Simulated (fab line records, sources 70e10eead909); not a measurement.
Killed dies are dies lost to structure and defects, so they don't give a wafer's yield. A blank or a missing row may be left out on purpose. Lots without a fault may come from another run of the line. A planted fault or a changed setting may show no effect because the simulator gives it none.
Chamber matching | flow nand_harc | NHARC_P_M0_STRIP_18 on rie_diel-02: 4 sister chambers
The step strips in N2/H2. 14 wafers are shown with their chamber, then 7 later ones without.

WAFERS WITH THEIR CHAMBER
wafer  | chamber | drypump_motor_current_A (A) | showerhead_plenum_p_Torr (Torr) | rf_vpp_V (V)
L758.2 | 0       | 6.5                         | 2.16                            | 91.5
L758.3 | 1       | 5.7                         | 1.90                            | 89.9
L758.6 | 0       | 6.4                         | 2.16                            | 91.0
L765.1 | 1       | 5.7                         | 1.89                            | 89.8
L765.4 | 2       | 5.3                         | 2.03                            | 89.5
L765.6 | 1       | 5.7                         | 1.89                            | 90.2
L768.1 | 2       | 5.3                         | 2.03                            | 90.8
L768.2 | 3       | 5.1                         | 2.05                            | 91.2
L768.6 | 1       | 5.7                         | 1.89                            | 91.1
L769.3 | 2       | 5.3                         | 2.02                            | 91.7
L769.4 | 0       | 6.4                         | 2.14                            | 89.9
L769.5 | 2       | 5.3                         | 2.02                            | 91.3
L771.1 | 2       | 5.3                         | 2.02                            | 90.6
L771.5 | 0       | 6.4                         | 2.14                            | 92.2

SIGNATURES (means of the wafers above)
reading                  | chamber 0 | chamber 1 | chamber 2 | chamber 3 | scatter within a chamber
drypump_motor_current_A  | 6.425     | 5.700     | 5.300     | 5.100     | 0.0274
showerhead_plenum_p_Torr | 2.1500    | 1.8925    | 2.0240    | 2.0500    | 0.00771
rf_vpp_V                 | 91.150    | 90.250    | 90.780    | 91.200    | 0.815
Rule: a wafer's distance from a chamber is the root of the sum, over the readings, of the square of ((its reading less the chamber's mean) divided by the reading's scatter). The wafer belongs to the nearest chamber; if the next one is less than 2 further off, it can't be placed. The scatter: the root of (the sum of the squares of (reading less its chamber's mean) over the shown wafers, divided by (wafers less chambers)).

WAFERS WITHOUT THEIR CHAMBER
wafer  | drypump_motor_current_A (A) | showerhead_plenum_p_Torr (Torr) | rf_vpp_V (V)
L771.6 | 5.1                         | 2.05                            | 91.5
L778.1 | 5.3                         | 2.01                            | 91.8
L778.4 | 5.3                         | 2.01                            | 90.8
L778.6 | 5.7                         | 1.88                            | 90.0
L781.1 | 5.3                         | 2.01                            | 89.8
L781.2 | 6.4                         | 2.13                            | 92.3
L781.3 | 5.7                         | 1.88                            | 88.6

WHICH CHAMBER EACH WENT THROUGH
wafer  | from the rows above | in truth
L771.6 | 3                   | 3
L778.1 | 2                   | 2
L778.4 | 2                   | 2
L778.6 | 1                   | 1
L781.1 | 2                   | 2
L781.2 | 0                   | 0
L781.3 | 1                   | 1
Placed correctly: 7 of 7. Can't be placed from these rows: 0. Placed wrongly: 0.
